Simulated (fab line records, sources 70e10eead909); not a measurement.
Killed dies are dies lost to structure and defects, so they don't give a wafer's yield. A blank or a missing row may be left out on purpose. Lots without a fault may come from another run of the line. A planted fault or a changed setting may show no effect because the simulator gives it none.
Which tool did it? | flow nand_harc | 14 lots, 42 wafers sampled, at 6 steps of a route of 1159

WHAT THE GAUGES READ, wafer by wafer
NHARC_A_ONON_D1_THK_MEAS_08: measures by ellipsometry. Usual: thk_nm 1000 nm, standard deviation 9.8.
lot  | measured     | on            | thk_nm (nm)    | flag
L593 | day 7 07:34  | film_metro-01 | 999 999 1001   |
L594 | day 7 07:35  | film_metro-01 | 1019 1018 1017 |
L595 | day 8 08:08  | film_metro-02 | 1020 1022 1022 |
L596 | day 8 08:07  | film_metro-01 | 990 991 990    |
L597 | day 9 00:22  | film_metro-02 | 986 986 987    |
L599 | day 9 05:43  | film_metro-02 | 1004 1002 1001 |
L601 | day 9 13:12  | film_metro-01 | 994 994 995    |
L606 | day 10 23:36 | film_metro-02 | 990 988 990    |
L607 | day 11 02:45 | film_metro-02 | 1007 1005 1008 |
L610 | day 11 19:40 | film_metro-01 | 1004 1003 1002 |
L612 | day 12 04:53 | film_metro-02 | 1004 1006 1006 |
L615 | day 12 17:53 | film_metro-02 | 988 988 986    |
L614 | day 12 17:52 | film_metro-02 | 1018 1017 1017 |
L616 | day 13 08:09 | film_metro-01 | 984 984 981    |

NHARC_A_ONON_D1_THK_MEAS_27: measures by ellipsometry. Usual: thk_nm 1001 nm, standard deviation 11.
lot  | measured     | on            | thk_nm (nm)    | flag
L593 | day 7 19:51  | film_metro-02 | 1016 1012 1016 |
L594 | day 7 19:43  | film_metro-01 | 1001 1001 1002 |
L595 | day 8 18:50  | film_metro-02 | 1005 1006 1005 |
L596 | day 8 18:52  | film_metro-02 | 989 989 990    |
L597 | day 9 10:17  | film_metro-02 | 1432 1433 1434 | OFF
L599 | day 9 15:52  | film_metro-02 | 972 972 971    |
L601 | day 10 00:17 | film_metro-01 | 1443 1444 1444 | OFF
L606 | day 11 09:34 | film_metro-02 | 1000 999 999   |
L607 | day 11 16:04 | film_metro-02 | 985 982 984    |
L610 | day 12 05:35 | film_metro-01 | 1003 1002 1002 |
L612 | day 12 14:48 | film_metro-02 | 999 1000 998   |
L615 | day 13 03:50 | film_metro-01 | 989 990 988    |
L614 | day 13 03:49 | film_metro-02 | 1016 1017 1014 |
L616 | day 13 20:05 | film_metro-02 | 993 992 994    |

NHARC_END_SORT_01. Usual: killed_at_array 29, standard deviation 13; killed_at_other 0.7, standard deviation 1; killed_at_periphery 3.2, standard deviation 2.3; killed_dies 33, standard deviation 13; killed_open 3.3, standard deviation 1.7; killed_short 2.0, standard deviation 1.5.
lot  | measured     | on        | killed_at_array | killed_at_other | killed_at_periphery | killed_dies | killed_open | killed_short | flag
L597 | day 21 00:59 | prober-02 | 674 676 676     | 0 0 0           | 3 1 1               | 677 677 677 | 2 4 2       | 1 2 1        | OFF
L601 | day 21 07:10 | prober-01 | 673 669 665     | 0 3 3           | 4 5 9               | 677 677 677 | 8 4 7       | 2 1 2        | OFF

WHICH TOOL RAN EACH LOT (tool, then ch and the chambers of the sampled wafers, then the start)
lot  | NHARC_P_BONDPAD_PVD_17                  | NHARC_P_BONDPAD_ANNEAL_28        | NHARC_A_ONON_D1_DEP_25
L593 | pvd_sputter-01, day 6 06:04 or earlier  | rtp_anneal-02 ch 0, day 6 06:04  | pecvd_onon-01 ch 0, day 7 19:20
L594 | pvd_sputter-01, day 6 06:58 or earlier  | rtp_anneal-01 ch 0, day 6 06:58  | pecvd_onon-04 ch 0, day 7 19:19
L595 | pvd_sputter-01, day 7 04:59 or earlier  | rtp_anneal-01 ch 0, day 7 04:59  | pecvd_onon-03 ch 0, day 8 18:26
L596 | pvd_sputter-02, day 7 05:12 or earlier  | rtp_anneal-01 ch 0, day 7 05:12  | pecvd_onon-04 ch 0, day 8 18:21
L597 | pvd_sputter-03, day 7 20:38 or earlier  | rtp_anneal-01 ch 0, day 7 20:38  | pecvd_onon-04 ch 0, day 9 09:57
L599 | pvd_sputter-01, day 8 02:06 or earlier  | rtp_anneal-01 ch 0, day 8 02:06  | pecvd_onon-03 ch 0, day 9 15:25
L601 | pvd_sputter-03, day 8 11:11 or earlier  | rtp_anneal-02 ch 0, day 8 11:11  | pecvd_onon-04 ch 0, day 9 23:47
L606 | pvd_sputter-03, day 9 20:43 or earlier  | rtp_anneal-02 ch 0, day 9 20:43  | pecvd_onon-01 ch 0, day 11 09:04
L607 | pvd_sputter-03, day 10 00:41 or earlier | rtp_anneal-02 ch 0, day 10 00:41 | pecvd_onon-01 ch 0, day 11 15:33
L610 | pvd_sputter-02, day 10 16:09 or earlier | rtp_anneal-01 ch 0, day 10 16:09 | pecvd_onon-01 ch 0, day 12 05:12
L612 | pvd_sputter-02, day 11 04:45 or earlier | rtp_anneal-02 ch 0, day 11 04:45 | pecvd_onon-04 ch 0, day 12 14:17
L615 | pvd_sputter-01, day 11 15:08 or earlier | rtp_anneal-02 ch 0, day 11 15:08 | pecvd_onon-01 ch 0, day 13 03:20
L614 | pvd_sputter-01, day 11 16:19 or earlier | rtp_anneal-01 ch 0, day 11 16:19 | pecvd_onon-04 ch 0, day 13 03:25
L616 | pvd_sputter-01, day 12 03:07 or earlier | rtp_anneal-02 ch 0, day 12 03:07 | pecvd_onon-04 ch 0, day 13 19:40
- NHARC_P_BONDPAD_PVD_17: deposits TaN, target thk 5 nm, time 8.06 s.
- NHARC_P_BONDPAD_ANNEAL_28: time 90 s.
- NHARC_A_ONON_D1_DEP_25: target thk 1000 nm.

WHAT THE TOOLS THEMSELVES READ (means of the sampled wafers that have a number; where no wafer has one, the mark that the record gives instead)
NHARC_P_BONDPAD_PVD_17. Usual: throttle_valve_pct 29.6 %, standard deviation 0.78.
lot  | tool           | throttle_valve_pct (%) | flag
L593 | pvd_sputter-01 | 29.8                   |
L594 | pvd_sputter-01 | 29.7                   |
L595 | pvd_sputter-01 | 29.9                   |
L596 | pvd_sputter-02 | 28.8                   |
L597 | pvd_sputter-03 | 29.9                   |
L599 | pvd_sputter-01 | 29.9                   |
L601 | pvd_sputter-03 | 30.1                   |
L606 | pvd_sputter-03 | 30.2                   |
L607 | pvd_sputter-03 | 30.3                   |
L610 | pvd_sputter-02 | 29.4                   |
L612 | pvd_sputter-02 | 28.8                   |
L615 | pvd_sputter-01 | 30.2                   |
L614 | pvd_sputter-01 | 29.7                   |
L616 | pvd_sputter-01 | 29.4                   |

NHARC_P_BONDPAD_ANNEAL_28. Usual: anneal_temp_c 224.99 C, standard deviation 0.19; wafer_temp_C_max 226.01, standard deviation 0.28.
lot  | tool          | anneal_temp_c (C) | wafer_temp_C_max | flag
L593 | rtp_anneal-02 | 224.80            | 226.28           |
L594 | rtp_anneal-01 | 224.81            | 225.87           |
L595 | rtp_anneal-01 | 225.29            | 226.09           |
L596 | rtp_anneal-01 | 225.05            | 225.93           |
L597 | rtp_anneal-01 | 224.94            | 225.75           |
L599 | rtp_anneal-01 | 225.19            | 225.71           |
L601 | rtp_anneal-02 | 224.94            | 226.32           |
L606 | rtp_anneal-02 | 224.91            | 226.55           |
L607 | rtp_anneal-02 | 225.25            | 225.85           |
L610 | rtp_anneal-01 | 224.68            | 225.84           |
L612 | rtp_anneal-02 | 225.04            | 226.07           |
L615 | rtp_anneal-02 | 225.09            | 225.81           |
L614 | rtp_anneal-01 | 224.82            | 226.03           |
L616 | rtp_anneal-02 | 225.13            | 226.04           |

THE ANSWER, worked out from the rows above alone
Rule: a lot is off if the mean of its wafers that have a number lies more than 3 standard deviations from the usual mean. A lot without any number at a reading at which 4 lots or more have one is off too. The other lots that the step has rows for count as sound. The gauges are gone through in route order, then the tools' own readings, and for those a lot's mean is taken as printed above. The first step at which some lot is off is used, and at that step the reading that is off furthest; a lot without a number counts as furthest.
Off: L597, L601, at NHARC_A_ONON_D1_THK_MEAS_27 (thk_nm).
A tool fits if, at a process step before that reading, it ran every lot that is off, and no sound lot after the first of them. The gauges at NHARC_A_ONON_D1_THK_MEAS_27 aren't tried: what is off there is off at NHARC_END_SORT_01 too, on other tools, and a gauge's error can't cause that. NHARC_P_BONDPAD_PVD_17 gives no start for some lots, so the hours and the order of its lots are those of NHARC_P_BONDPAD_ANNEAL_28. None of those tried fits.

WHAT THE SIMULATOR HAD PUT IN
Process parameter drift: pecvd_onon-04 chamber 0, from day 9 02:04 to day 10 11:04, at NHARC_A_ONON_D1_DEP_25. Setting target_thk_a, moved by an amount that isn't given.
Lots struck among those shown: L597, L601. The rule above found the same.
